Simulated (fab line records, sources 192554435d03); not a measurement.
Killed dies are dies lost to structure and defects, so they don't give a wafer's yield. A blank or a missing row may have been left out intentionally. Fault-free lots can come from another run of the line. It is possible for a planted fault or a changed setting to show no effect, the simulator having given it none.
fab line records	flow n5-finfet
record lots=5	wafers=15	last-day=15
route steps=1938 shown MOL_CONTACT_COAG@592
lots that met no fault: taken from a fault-free run of the same line
start-h: the number of hours between the record's first day and the start of the first shown wafer of the lot	wait-h: time in hours since the lot's previous step	" the same as in the row above	L1.1+2: several wafers, shown together as one row	- no value, or no start was given	* or withheld: withheld	< > ~ a bound
route shown NAME@n: NAME is a module with steps in the file, n the number in the route of the first one	usual: mean and standard deviation over wafers with no fault	same: alike in all rows	chamber/n: place in a boat	sites: readings site by site	_std_site: how widely they spread, as a standard deviation	_edge_site: inner sites' mean taken away from outer sites' mean	radius-mm: how far each site lies from the wafer's centre	mask NAME#n: copy n	behind: the tool/chamber that last shaped the wafer	hold: reason for holding the lot/hours on hold/outcome of the hold	device: the transistor (n, p or np) that didn't switch	end of line: the tests these same wafers got at the end of their route	for a step that has no rows: nothing shown but its recipe	killed: the dies lost at the first sort to structure and to defects; this is not the yield of the wafer	map: dies across one wafer; x = killed, . = not, _ = none there
set.NAME: the setting as run; set.NAME@STEP: as run at that earlier step	model.NAME: the simulator's own value behind a step, which no gauge read
lots at selected steps of the route; one table per step, one row per wafer
services: the hour from which a tool's chamber was out of use, counted from the record's first day as start-h (under 0 if before that day), plus the number of hours and why
## steps
# step N5_MOL_CONTACT_COAG_CD_MEAS_137
# recipe target-cd-nm=16
# usual cd-nm=15.97/0.28
lot.wafer	tool	chamber	start-h	wait-h	cd-nm
L074.2	cd-sem-02	-	102.39	0.0	16.19
L074.5	"	-	"	"	16.15
L074.6	"	-	"	"	15.63
L075.1	cd-sem-03	-	108.81	0.0	15.68
L075.3	"	-	"	"	15.91
L075.4	"	-	"	"	15.85
L080.1	cd-sem-02	-	137.51	0.0	15.90
L080.3	"	-	"	"	15.81
L080.4	"	-	"	"	16.17
L081.2	cd-sem-01	-	142.60	0.0	16.37
L081.5	"	-	"	"	15.80
L081.6	"	-	"	"	16.49
L083.2	cd-sem-01	-	155.34	0.0	16.26
L083.3	"	-	"	"	16.34
L083.6	"	-	"	"	15.89
# step N5_MOL_CONTACT_COAG_COAT_62
# recipe resist=SOC	temp-c=250	time-s=60	spin-rpm=1500	resist-thk-nm=60
# usual heater-power-total-W=500.5/1.7
lot.wafer	tool	chamber	start-h	wait-h	heater-power-total-W
L074.2	litho-track-03	0	102.43	0.0	500.5
L074.5	"	0	"	"	500.6
L074.6	"	0	"	"	502.5
L075.1	litho-track-01	0	108.84	0.0	499.8
L075.3	"	0	"	"	502.3
L075.4	"	0	"	"	501.2
L080.1	litho-track-02	0	137.55	0.0	499.9
L080.3	"	0	"	"	500.7
L080.4	"	0	"	"	498.4
L081.2	litho-track-02	0	142.63	0.0	497.4
L081.5	"	0	"	"	498.6
L081.6	"	0	"	"	499.1
L083.2	litho-track-03	0	155.38	0.0	502.2
L083.3	"	0	"	"	499.9
L083.6	"	0	"	"	498.6
# step N5_MOL_CONTACT_COAG_COAT_63
# recipe resist=SiARC	temp-c=220	time-s=60	spin-rpm=1500	resist-thk-nm=10
# usual heater-power-total-W=427.3/2.1
lot.wafer	tool	chamber	start-h	wait-h	heater-power-total-W
L074.2	litho-track-03	0	-	-	424.7
L074.5	"	0	"	"	426.8
L074.6	"	0	"	"	426.6
L075.1	litho-track-01	0	-	-	424.9
L075.3	"	0	"	"	428.3
L075.4	"	0	"	"	426.1
L080.1	litho-track-02	0	-	-	427.6
L080.3	"	0	"	"	425.9
L080.4	"	0	"	"	430.0
L081.2	litho-track-02	0	-	-	429.0
L081.5	"	0	"	"	425.6
L081.6	"	0	"	"	430.1
L083.2	litho-track-03	0	-	-	430.6
L083.3	"	0	"	"	425.3
L083.6	"	0	"	"	426.3
# step N5_MOL_CONTACT_COAG_COAT_64
# recipe resist=underlayer	temp-c=205	time-s=60	spin-rpm=1500	resist-thk-nm=10
# usual heater-power-total-W=391.8/1.4
lot.wafer	tool	chamber	start-h	wait-h	heater-power-total-W
L074.2	litho-track-03	0	-	-	392.1
L074.5	"	0	"	"	389.8
L074.6	"	0	"	"	390.9
L075.1	litho-track-01	0	-	-	393.6
L075.3	"	0	"	"	391.0
L075.4	"	0	"	"	391.0
L080.1	litho-track-02	0	-	-	390.1
L080.3	"	0	"	"	392.9
L080.4	"	0	"	"	390.9
L081.2	litho-track-02	0	-	-	390.9
L081.5	"	0	"	"	389.7
L081.6	"	0	"	"	394.0
L083.2	litho-track-03	0	-	-	390.9
L083.3	"	0	"	"	393.8
L083.6	"	0	"	"	390.2
# step N5_MOL_CONTACT_COAG_COAT_34
# recipe resist=CAR-EUV	spin-rpm=1500	resist-thk-nm=40
lot.wafer	tool	chamber	start-h	wait-h
L074.2+5+6	litho-track-03	0	-	-
L075.1+3+4	litho-track-01	0	-	-
L080.1+3+4	litho-track-02	0	-	-
L081.2+5+6	litho-track-02	0	-	-
L083.2+3+6	litho-track-03	0	-	-
# step N5_MOL_CONTACT_COAG_EBR_36
# recipe solvent=PGMEA	ebr-width-mm=1.5
lot.wafer	tool	chamber	start-h	wait-h
L074.2+5+6	litho-track-03	0	-	-
L075.1+3+4	litho-track-01	0	-	-
L080.1+3+4	litho-track-02	0	-	-
L081.2+5+6	litho-track-02	0	-	-
L083.2+3+6	litho-track-03	0	-	-
# step N5_MOL_CONTACT_COAG_SOFTBAKE_35
# recipe temp-c=110	time-s=60	resist=CAR-EUV
# usual heater-power-total-W=175.3/1.6
lot.wafer	tool	chamber	start-h	wait-h	heater-power-total-W
L074.2	litho-track-03	0	-	-	174.6
L074.5	"	0	"	"	177.2
L074.6	"	0	"	"	175.3
L075.1	litho-track-01	0	-	-	177.5
L075.3	"	0	"	"	177.5
L075.4	"	0	"	"	173.8
L080.1	litho-track-02	0	-	-	175.3
L080.3	"	0	"	"	173.9
L080.4	"	0	"	"	177.3
L081.2	litho-track-02	0	-	-	174.4
L081.5	"	0	"	"	175.8
L081.6	"	0	"	"	173.0
L083.2	litho-track-03	0	-	-	177.0
L083.3	"	0	"	"	173.0
L083.6	"	0	"	"	176.5
# step N5_MOL_CONTACT_COAG_EXPOSE_37
# recipe mask-id=VD	na=0.33	source-shape=annular	sigma-inner=0.3	sigma-outer=0.7	polarization=unpolarized	defocus-nm=0	dose-mj=62
# usual focus-offset-nm=0.0/0.51
# same sigma-outer=0.7
lot.wafer	tool	chamber	start-h	wait-h	mask	focus-offset-nm
L074.2	euv-scanner-01	0	102.70	-	VD#0	-0.5
L074.5	"	0	"	"	VD#0	0.1
L074.6	"	0	"	"	VD#0	0.3
L075.1	euv-scanner-01	0	108.98	-	VD#0	-0.5
L075.3	"	0	"	"	VD#0	0.3
L075.4	"	0	"	"	VD#0	-0.7
L080.1	euv-scanner-01	0	137.69	-	VD#0	0.2
L080.3	"	0	"	"	VD#0	-0.7
L080.4	"	0	"	"	VD#0	-0.1
L081.2	euv-scanner-02	0	142.91	-	VD#0	0.1
L081.5	"	0	"	"	VD#0	-0.1
L081.6	"	0	"	"	VD#0	0.1
L083.2	euv-scanner-02	0	155.52	-	VD#0	0.8
L083.3	"	0	"	"	VD#0	0.2
L083.6	"	0	"	"	VD#0	-0.5
# step N5_MOL_CONTACT_COAG_PEB_38
# recipe peb-temp-c=100	peb-time-s=60	resist=CAR-EUV
# usual heater-power-total-W=154.1/1.1
lot.wafer	tool	chamber	start-h	wait-h	heater-power-total-W
L074.2	litho-track-01	0	102.77	0.1	154.1
L074.5	"	0	"	"	155.5
L074.6	"	0	"	"	152.8
L075.1	litho-track-01	0	109.06	0.1	155.0
L075.3	"	0	"	"	155.5
L075.4	"	0	"	"	153.7
L080.1	litho-track-02	0	137.77	0.1	152.9
L080.3	"	0	"	"	155.4
L080.4	"	0	"	"	154.0
L081.2	litho-track-02	0	142.97	0.1	154.8
L081.5	"	0	"	"	153.2
L081.6	"	0	"	"	154.4
L083.2	litho-track-02	0	155.60	0.1	155.7
L083.3	"	0	"	"	154.9
L083.6	"	0	"	"	155.0
# step N5_MOL_CONTACT_COAG_DEVELOP_39
# recipe develop-time-s=30	developer=TMAH	resist=CAR-EUV	rinse-liquid=surfactant-rinse	dry=air-spin	dev-temp-c=23
lot.wafer	tool	chamber	start-h	wait-h
L074.2+5+6	litho-track-01	0	-	-
L075.1+3+4	litho-track-01	0	-	-
L080.1+3+4	litho-track-02	0	-	-
L081.2+5+6	litho-track-02	0	-	-
L083.2+3+6	litho-track-02	0	-	-
# step N5_MOL_CONTACT_COAG_CD_MEAS_40
# recipe target-cd-nm=25.1	landing-energy-ev=500	detector=se-inlens	polarity=opening
# usual cd-nm=25.08/0.23
lot.wafer	tool	chamber	start-h	wait-h	cd-nm
L074.2	cd-sem-02	0	102.84	-	25.11
L074.5	"	0	"	"	25.13
L074.6	"	0	"	"	24.82
L075.1	cd-sem-03	0	109.13	-	25.10
L075.3	"	0	"	"	25.18
L075.4	"	0	"	"	24.84
L080.1	cd-sem-02	0	137.84	-	24.71
L080.3	"	0	"	"	25.20
L080.4	"	0	"	"	24.80
L081.2	cd-sem-02	0	143.04	-	25.03
L081.5	"	0	"	"	25.15
L081.6	"	0	"	"	24.98
L083.2	cd-sem-02	0	155.67	-	25.30
L083.3	"	0	"	"	24.88
L083.6	"	0	"	"	24.85
# step N5_MOL_CONTACT_COAG_OVL_MEAS_41
# recipe points-per-wafer=522
# usual VD_OVL=0.1/0.7
lot.wafer	tool	chamber	start-h	wait-h	VD_OVL[nm]
L074.2	overlay-02	0	102.87	0.0	-0.8
L074.5	"	0	"	"	-0.1
L074.6	"	0	"	"	-1.2
L075.1	overlay-01	0	109.16	0.0	-0.2
L075.3	"	0	"	"	-0.4
L075.4	"	0	"	"	0.0
L080.1	overlay-01	0	137.87	0.0	-0.2
L080.3	"	0	"	"	0.0
L080.4	"	0	"	"	-0.2
L081.2	overlay-01	0	143.08	0.0	0.1
L081.5	"	0	"	"	0.9
L081.6	"	0	"	"	0.5
L083.2	overlay-02	0	155.70	0.0	-2.1
L083.3	"	0	"	"	-0.1
L083.6	"	0	"	"	-0.2
# step N5_MOL_CONTACT_COAG_INSPECT_42
# recipe mode=adi	inspect-instrument=brightfield
# usual raw-defect-count=224/60
lot.wafer	tool	chamber	start-h	wait-h	raw-defect-count
L074.2	defect-inspect-02	-	102.92	0.0	180
L074.5	"	-	"	"	269
L074.6	"	-	"	"	231
L075.1	defect-inspect-01	-	109.22	0.1	186
L075.3	"	-	"	"	176
L075.4	"	-	"	"	149
L080.1	defect-inspect-01	-	137.92	0.1	208
L080.3	"	-	"	"	202
L080.4	"	-	"	"	215
L081.2	defect-inspect-01	-	143.13	0.0	174
L081.5	"	-	"	"	221
L081.6	"	-	"	"	167
L083.2	defect-inspect-01	-	155.75	0.0	224
L083.3	"	-	"	"	266
L083.6	"	-	"	"	225
# step N5_MOL_CONTACT_COAG_DESCUM_45
# recipe chemistry=O2	time-s=7	source-power-w=50	bias-power-w=20	pressure-mtorr=20	rf-frequency-hz=2.712e+07	temp-c=40	resist=CAR-EUV	o2-flow-sccm=225
# usual drypump-motor-current-A=5.8/0.45	oes-product-au=0.79/0.079	rf-vpp-V=243.4/1	showerhead-plenum-p-Torr=2.11/0.047	throttle-valve-pct=20.46/0.24
lot.wafer	tool	chamber	start-h	wait-h	drypump-motor-current-A	oes-product-au	rf-hours-counter-h	rf-vpp-V	showerhead-plenum-p-Torr	throttle-valve-pct
L074.2	rie-diel-02	3	102.96	0.0	5.2	0.73	169	242.8	2.10	20.28
L074.5	"	2	"	"	6.6	0.77	-	243.8	2.19	20.80
L074.6	"	1	"	"	5.8	0.79	-	243.6	2.10	20.55
L075.1	rie-diel-04	2	109.25	0.0	6.0	0.83	70	242.5	2.11	20.01
L075.3	"	0	"	"	5.3	0.72	180	243.4	2.07	20.33
L075.4	"	1	"	"	5.6	0.85	58	244.8	2.11	20.47
L080.1	rie-diel-01	2	138.48	0.6	5.6	0.79	92	240.4	2.03	20.56
L080.3	"	1	"	"	6.2	0.87	58	242.6	2.14	20.68
L080.4	"	3	"	"	6.7	0.71	215	243.3	2.16	20.72
L081.2	rie-diel-02	1	143.16	0.0	5.8	0.77	145	242.9	2.10	20.57
L081.5	"	2	"	"	6.6	0.75	-	244.2	2.18	20.83
L081.6	"	1	"	"	5.8	0.78	-	242.3	2.09	20.57
L083.2	rie-diel-02	0	155.82	0.1	6.2	0.91	16	243.2	2.15	20.35
L083.3	"	3	"	"	5.2	0.72	186	241.9	2.09	20.34
L083.6	"	1	"	"	5.9	0.77	-	244.4	2.09	20.58
# step N5_MOL_CONTACT_COAG_ETCH_65
# recipe chemistry=N2/H2	target=underlayer	target-depth-a=130	mask-material=CAR-EUV	time-s=10.4	ion-energy-ev=200	pressure-mtorr=30	source-w=840	bias-w=150	n2-flow-sccm=200	h2-flow-sccm=200	ends=cleared
# usual drypump-motor-current-A=5.8/0.44	etch-rf-on-time-s=10.38/0.23	oes-product-au=0.67/0.067	rf-vpp-V=524.4/1.6	showerhead-plenum-p-Torr=2.56/0.049	throttle-valve-pct=17.84/0.2
lot.wafer	tool	chamber	start-h	wait-h	drypump-motor-current-A	etch-rf-on-time-s	oes-product-au	rf-hours-counter-h	rf-vpp-V	showerhead-plenum-p-Torr	throttle-valve-pct
L074.2	rie-diel-02	3	102.99	0.0	5.2	10.47	0.62	169	525.0	2.53	17.61
L074.5	"	2	"	"	6.6	10.34	0.66	-	526.5	2.65	18.16
L074.6	"	1	"	"	5.9	10.21	0.67	-	525.8	2.53	17.77
L075.1	rie-diel-04	2	109.28	0.0	6.0	10.52	0.70	70	523.4	2.57	17.55
L075.3	"	0	"	"	5.3	10.39	0.62	180	523.5	2.54	17.81
L075.4	"	1	"	"	5.6	10.19	0.73	58	524.5	2.58	17.98
L080.1	rie-diel-01	2	138.52	0.0	5.6	10.78	0.67	92	521.7	2.47	18.05
L080.3	"	1	"	"	6.2	10.26	0.74	58	525.2	2.59	18.03
L080.4	"	3	"	"	6.7	10.66	0.61	215	524.7	2.60	17.96
L081.2	rie-diel-02	1	143.20	0.0	5.8	10.17	0.66	145	523.4	2.53	17.80
L081.5	"	2	"	"	6.6	10.20	0.65	-	526.5	2.64	18.19
L081.6	"	1	"	"	5.8	10.15	0.67	-	522.8	2.53	17.79
L083.2	rie-diel-02	0	155.85	0.0	6.2	10.53	0.78	16	525.5	2.60	17.62
L083.3	"	3	"	"	5.2	10.40	0.61	186	525.1	2.52	17.64
L083.6	"	1	"	"	5.8	10.08	0.67	-	524.9	2.52	17.81
# step N5_MOL_CONTACT_COAG_ETCH_66
# recipe chemistry=CF4	target=SiARC	target-depth-a=130	mask-material=CAR-EUV	time-s=21.7	ion-energy-ev=80	pressure-mtorr=40	source-w=545	bias-w=36	Ar_flow_sccm=100	cf4-flow-sccm=100	ends=cleared
# usual drypump-motor-current-A=5.8/0.44	etch-rf-on-time-s=21.7/0.5	oes-product-au=0.67/0.068	rf-vpp-V=184.2/0.92	showerhead-plenum-p-Torr=2.16/0.046	throttle-valve-pct=15.66/0.21
lot.wafer	tool	chamber	start-h	wait-h	drypump-motor-current-A	etch-rf-on-time-s	oes-product-au	rf-hours-counter-h	rf-vpp-V	showerhead-plenum-p-Torr	throttle-valve-pct
L074.2	rie-diel-02	3	103.01	0.0	5.2	22.0	0.62	169	184.5	2.16	15.57
L074.5	"	2	"	"	6.6	21.7	0.66	-	185.3	2.24	15.97
L074.6	"	1	"	"	5.8	21.6	0.68	-	183.1	2.15	15.69
L075.1	rie-diel-04	2	109.30	0.0	6.0	21.8	0.70	70	184.1	2.16	15.26
L075.3	"	0	"	"	5.3	21.0	0.63	180	184.6	2.13	15.59
L075.4	"	1	"	"	5.6	21.0	0.73	58	184.3	2.17	15.63
L080.1	rie-diel-01	2	138.54	0.0	5.6	22.7	0.67	92	183.8	2.06	15.57
L080.3	"	1	"	"	6.2	21.6	0.73	58	183.4	2.18	15.70
L080.4	"	3	"	"	6.7	22.4	0.60	215	183.9	2.21	15.92
L081.2	rie-diel-02	1	143.22	0.0	5.8	21.5	0.67	145	184.3	2.14	15.74
L081.5	"	2	"	"	6.6	21.8	0.65	-	183.9	2.23	16.01
L081.6	"	1	"	"	5.8	21.5	0.67	-	184.8	2.14	15.76
L083.2	rie-diel-02	0	155.87	0.0	6.2	22.1	0.78	16	184.5	2.20	15.49
L083.3	"	3	"	"	5.2	21.8	0.61	186	184.4	2.15	15.61
L083.6	"	1	"	"	5.8	21.4	0.66	-	184.1	2.14	15.73
# step N5_MOL_CONTACT_COAG_ALD_133
# recipe material=SiO2	target-thk-a=50	temp-c=100	ald-precursor-family=BDEAS	ald-co-reactant=O2-plasma	pulse-time-s=1	co-reactant-pulse-time-s=1	purge-time-s=2	co-reactant-purge-time-s=2	ald-cycles=35	pressure-torr=2
# usual heater-power-outer-w=42/3.8	heater-power-w=81/6.6	precursor-pulse-height-rel=1.001/0.019
# same pulse-time-s=1
lot.wafer	tool	chamber	start-h	wait-h	heater-power-outer-w	heater-power-w	precursor-pulse-height-rel
L074.2	ald-sin-01	1	103.09	0.1	37	75	1.007
L074.5	"	0	"	"	48	87	1.000
L074.6	"	3	"	"	38	81	1.022
L075.1	ald-sin-03	2	109.59	0.3	39	78	1.015
L075.3	"	1	"	"	40	74	0.964
L075.4	"	3	"	"	42	80	0.982
L080.1	ald-sin-03	1	138.62	0.1	40	75	0.970
L080.3	"	0	"	"	40	77	0.987
L080.4	"	2	"	"	38	77	0.992
L081.2	ald-sin-04	2	143.35	0.1	46	93	0.977
L081.5	"	0	"	"	46	74	1.005
L081.6	"	1	"	"	44	80	1.008
L083.2	ald-sin-04	2	156.02	0.1	47	93	0.995
L083.3	"	1	"	"	44	80	0.992
L083.6	"	3	"	"	48	93	0.980
# step N5_MOL_CONTACT_COAG_ETCHBACK_134
# recipe chemistry=CHF3	target=SiO2	target-depth-a=100	time-s=6.7	ion-energy-ev=200	pressure-mtorr=30	source-w=610	bias-w=170	Ar_flow_sccm=200	CHF3_flow_sccm=50
# usual CHF3_flow_sccm=50.01/0.16	drypump-motor-current-A=5.9/0.45	oes-product-au=0.76/0.064	rf-vpp-V=524/9.2	showerhead-plenum-p-Torr=2.38/0.07	throttle-valve-pct=18.81/0.2
lot.wafer	tool	chamber	start-h	wait-h	CHF3_flow_sccm	drypump-motor-current-A	oes-product-au	rf-hours-counter-h	rf-vpp-V	showerhead-plenum-p-Torr	throttle-valve-pct
L074.2	rie-diel-01	3	103.30	0.1	50.00	6.7	0.72	203	532	2.46	19.01
L074.5	"	0	"	"	49.57	5.9	0.76	-	515	2.28	18.52
L074.6	"	3	"	"	49.99	6.7	0.72	-	533	2.46	19.03
L075.1	rie-diel-04	0	109.77	0.1	49.98	5.3	0.73	180	508	2.38	18.76
L075.3	"	1	"	"	50.17	5.5	0.85	58	523	2.42	18.88
L075.4	"	3	"	"	50.07	5.6	0.70	230	536	2.46	19.13
L080.1	rie-diel-01	1	138.79	0.1	50.15	6.2	0.86	58	533	2.41	18.82
L080.3	"	0	"	"	49.82	5.9	0.75	155	514	2.28	18.54
L080.4	"	3	"	"	49.93	6.7	0.71	215	533	2.46	19.04
L081.2	rie-diel-01	2	143.53	0.1	49.99	5.6	0.79	93	524	2.29	18.70
L081.5	"	0	"	"	49.67	5.9	0.74	-	513	2.28	18.56
L081.6	"	3	"	"	50.08	6.7	0.72	-	532	2.46	19.06
L083.2	rie-diel-04	1	156.29	0.2	50.05	5.5	0.82	76	522	2.42	18.89
L083.3	"	2	"	"	50.16	6.0	0.80	88	522	2.41	18.46
L083.6	"	1	"	"	50.11	5.6	0.83	-	522	2.42	18.90
# step N5_MOL_CONTACT_COAG_ETCH_67
# recipe chemistry=N2/H2	target=SOC	target-depth-a=600	overetch-a=210	mask-material=SiARC	temp-c=40	time-s=101.2	ion-energy-ev=200	pressure-mtorr=30	source-w=840	bias-w=150	n2-flow-sccm=200	h2-flow-sccm=200
# usual drypump-motor-current-A=5.9/0.45	oes-product-au=0.64/0.05	rf-vpp-V=523.7/2.1	showerhead-plenum-p-Torr=2.54/0.065	throttle-valve-pct=17.90/0.15
lot.wafer	tool	chamber	start-h	wait-h	drypump-motor-current-A	oes-product-au	rf-hours-counter-h	rf-vpp-V	showerhead-plenum-p-Torr	throttle-valve-pct
L074.2	rie-diel-01	3	103.33	0.0	6.7	0.61	203	527.9	2.61	17.92
L074.5	"	0	"	"	5.9	0.64	-	522.1	2.44	17.77
L074.6	"	3	"	"	6.7	0.61	-	525.5	2.61	17.95
L075.1	rie-diel-04	0	109.80	0.0	5.3	0.61	180	523.0	2.54	17.78
L075.3	"	1	"	"	5.5	0.70	58	524.2	2.58	17.93
L075.4	"	3	"	"	5.6	0.59	230	527.5	2.60	17.96
L080.1	rie-diel-01	1	138.83	0.0	6.1	0.72	58	526.8	2.59	17.99
L080.3	"	0	"	"	5.9	0.63	155	520.8	2.44	17.78
L080.4	"	3	"	"	6.7	0.60	215	526.7	2.60	17.94
L081.2	rie-diel-01	2	143.56	0.0	5.6	0.66	93	523.0	2.47	18.00
L081.5	"	0	"	"	6.0	0.63	-	520.2	2.44	17.79
L081.6	"	3	"	"	6.7	0.60	-	525.8	2.60	17.94
L083.2	rie-diel-04	1	156.32	0.0	5.5	0.69	76	522.7	2.58	17.99
L083.3	"	2	"	"	6.0	0.68	88	525.0	2.57	17.53
L083.6	"	1	"	"	5.5	0.69	-	524.4	2.58	17.97
# step N5_MOL_CONTACT_COAG_STRIP_68
# recipe chemistry=N2/H2	temp-c=40	n2-flow-sccm=200	h2-flow-sccm=200	rf-frequency-hz=6e+07
lot.wafer	tool	chamber	start-h	wait-h
L074.2+5+6	rie-diel-01	3,0,3	103.40	0.0
L075.1+3+4	rie-diel-04	0,1,3	109.87	0.0
L080.1+3+4	rie-diel-01	1,0,3	138.90	0.0
L081.2+5+6	rie-diel-01	2,0,3	143.63	0.0
L083.2+3+6	rie-diel-04	1,2,1	156.39	0.0
## services
tool	chamber	start-h	hours	kind
ald-sin-03	-	86.62	14.0	pm
ald-sin-03	0	86.62	14.0	vent-cycle
ald-sin-03	1	86.62	14.0	vent-cycle
ald-sin-03	2	86.62	14.0	vent-cycle
ald-sin-03	3	86.62	14.0	vent-cycle
rie-diel-02	0	91.12	-	clean
rie-diel-02	0	91.12	-	consumable-replace:focus-ring
rie-diel-02	0	91.12	16.2	scheduled-down
rie-diel-02	0	91.12	16.2	vent-cycle
euv-scanner-02	-	92.80	5.8	pm
rie-diel-01	1	98.46	4.6	repair
ald-sin-03	0	100.62	-	clean
ald-sin-03	1	100.62	-	clean
ald-sin-03	2	100.62	-	clean
ald-sin-03	3	100.62	-	clean
euv-scanner-02	-	103.18	0.4	repair
euv-scanner-02	-	110.87	1.0	pm
euv-scanner-01	-	123.37	4.6	pm
rie-diel-04	3	149.90	3.7	repair
## key
fault none
